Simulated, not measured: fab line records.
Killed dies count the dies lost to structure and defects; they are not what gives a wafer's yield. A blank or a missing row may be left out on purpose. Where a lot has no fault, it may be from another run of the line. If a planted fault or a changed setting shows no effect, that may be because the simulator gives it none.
Which tool is to blame? ; flow nand-harc ; 14 lots, 42 wafers sampled, at 4 steps of a route of 1302

## WHAT THE GAUGES READ, wafer by wafer
NHARC_A_ZERO_WELL_CD_MEAS_10: target cd 2000 nm.
lot;measured;on;cd-nm (nm)
L852;day 6 16:28;cd-sem-03;1995.6 1995.9 1996.5
L853;day 7 08:58;cd-sem-02;1996.3 2001.1 1998.8
L854;day 7 11:22;cd-sem-02;2001.5 1998.3 1997.7
L859;day 9 21:07;cd-sem-01;1992.5 1992.4 1997.3
L861;day 10 16:25;cd-sem-01;1997.6 2000.2 1998.2
L863;day 11 10:20;cd-sem-01;1999.7 1999.5 1999.8
L867;day 13 01:23;cd-sem-02;1998.4 1998.1 1997.9
L869;day 14 09:29;cd-sem-03;1999.1 2001.1 1998.8
L870;day 14 14:47;cd-sem-02;1997.4 1998.4 1997.6
L872;day 14 20:32;cd-sem-02;1995.9 1998.9 1995.0
L871;day 14 21:14;cd-sem-03;2002.5 2000.8 1998.8
L873;day 15 08:57;cd-sem-03;1999.6 1997.1 2000.8
L875;day 16 01:10;cd-sem-02;1999.3 1999.1 2002.0
L874;day 16 02:13;cd-sem-01;1999.7 1998.6 1995.9

NHARC_A_ONON_D1_THK_MEAS_08: measures by ellipsometry.
lot;measured;on;thk-nm (nm)
L852;day 7 13:20;film-metro-01;986 985 985
L853;day 8 08:01;film-metro-01;999 998 998
L854;day 8 08:00;film-metro-02;1007 1006 1007
L859;day 10 20:17;film-metro-02;998 1000 1001
L861;day 11 20:18;film-metro-02;1210 1208 1209 1208 1208 1206
L863;day 12 11:13;film-metro-01;1200 1199 1200 1200 1198 1199
L867;day 14 02:41;film-metro-01;1003 1004 1005
L869;day 15 10:05;film-metro-01;1010 1009 1010
L870;day 15 16:42;film-metro-01;994 994 995
L872;day 16 00:10;film-metro-01;1007 1005 1007
L871;day 16 00:10;film-metro-01;991 994 992
L873;day 16 15:22;film-metro-01;1003 1004 1002
L875;day 17 06:39;film-metro-02;995 994 994
L874;day 17 06:40;film-metro-02;1020 1020 1018

NHARC_END_SORT_01.
lot;measured;on;killed-at-array;killed-at-other;killed-at-periphery;killed-dies;killed-open;killed-short
L861;day 28 14:28;prober-02;670 672 668;3 5 6;4 0 3;677 677 677;2 1 1;4 3 1
L863;day 29 08:53;prober-02;665 674 676;0 0 0;12 3 1;677 677 677;3 3 1;7 2 3

## WHAT TOOL EACH LOT RAN ON (gives the tool, then ch and the chambers of the sampled wafers, and finally the start)
lot;NHARC_A_ONON_D1_DEP_06
L852;pecvd-onon-02 ch 0, day 7 12:56
L853;pecvd-onon-02 ch 0, day 8 07:30
L854;pecvd-onon-01 ch 0, day 8 07:33
L859;pecvd-onon-01 ch 0, day 10 19:46
L861;pecvd-onon-04 ch 0, day 11 19:47
L863;pecvd-onon-04 ch 0, day 12 10:46
L867;pecvd-onon-01 ch 0, day 14 02:11
L869;pecvd-onon-01 ch 0, day 15 09:35
L870;pecvd-onon-04 ch 0, day 15 16:11
L872;pecvd-onon-01 ch 0, day 15 23:46
L871;pecvd-onon-04 ch 0, day 15 23:40
L873;pecvd-onon-01 ch 0, day 16 14:55
L875;pecvd-onon-01 ch 0, day 17 06:08
L874;pecvd-onon-02 ch 0, day 17 06:08
- NHARC_A_ONON_D1_DEP_06: target thk 1000 nm.

## WHAT THE TOOLS THEMSELVES READ (means of the sampled wafers that have a number; where no wafer has one, the mark that the record gives instead)
NHARC_A_ONON_D1_DEP_06.
lot;tool;sih4-flow-sccm (sccm)
L852;pecvd-onon-02;210.1
L853;pecvd-onon-02;210.7
L854;pecvd-onon-01;210.9
L859;pecvd-onon-01;211.0
L861;pecvd-onon-04;209.6
L863;pecvd-onon-04;210.2
L867;pecvd-onon-01;209.7
L869;pecvd-onon-01;209.3
L870;pecvd-onon-04;210.1
L872;pecvd-onon-01;210.1
L871;pecvd-onon-04;210.8
L873;pecvd-onon-01;210.7
L875;pecvd-onon-01;210.1
L874;pecvd-onon-02;209.9

## THE ANSWER, worked out from the rows above alone
Rule: the lots themselves supply what counts as usual. The widest of any qualifying gaps counts: lots, ordered by their means at a reading, are off when they make up no more than a third of the lots, leave a main group of 4 or more, and stand apart from it by 3 or more times the standard deviation of that group's means. A main group whose means are all the same, to the digits that the tables above print for the reading, isn't used. Also off: a lot with no number at a reading for which 4 or more lots have one. The other lots that the step has rows for count as sound. After the gauges, taken in route order, come the tools' own readings; for these a lot's mean is taken, as printed above. At the first step where some lot is off, the reading lying furthest off is the one used; lots without a number count as furthest.
Off at NHARC_A_ONON_D1_THK_MEAS_08 (thk-nm): L861, L863. For the main group the mean is 1001 nm and the standard deviation 8.7.
If a tool, at a process step before that reading, ran all the lots that are off and no sound lot after the first of them, it fits. The gauges at NHARC_A_ONON_D1_THK_MEAS_08 are tried like those tools. None of those tried fits.

## WHAT THE SIMULATOR PUT IN
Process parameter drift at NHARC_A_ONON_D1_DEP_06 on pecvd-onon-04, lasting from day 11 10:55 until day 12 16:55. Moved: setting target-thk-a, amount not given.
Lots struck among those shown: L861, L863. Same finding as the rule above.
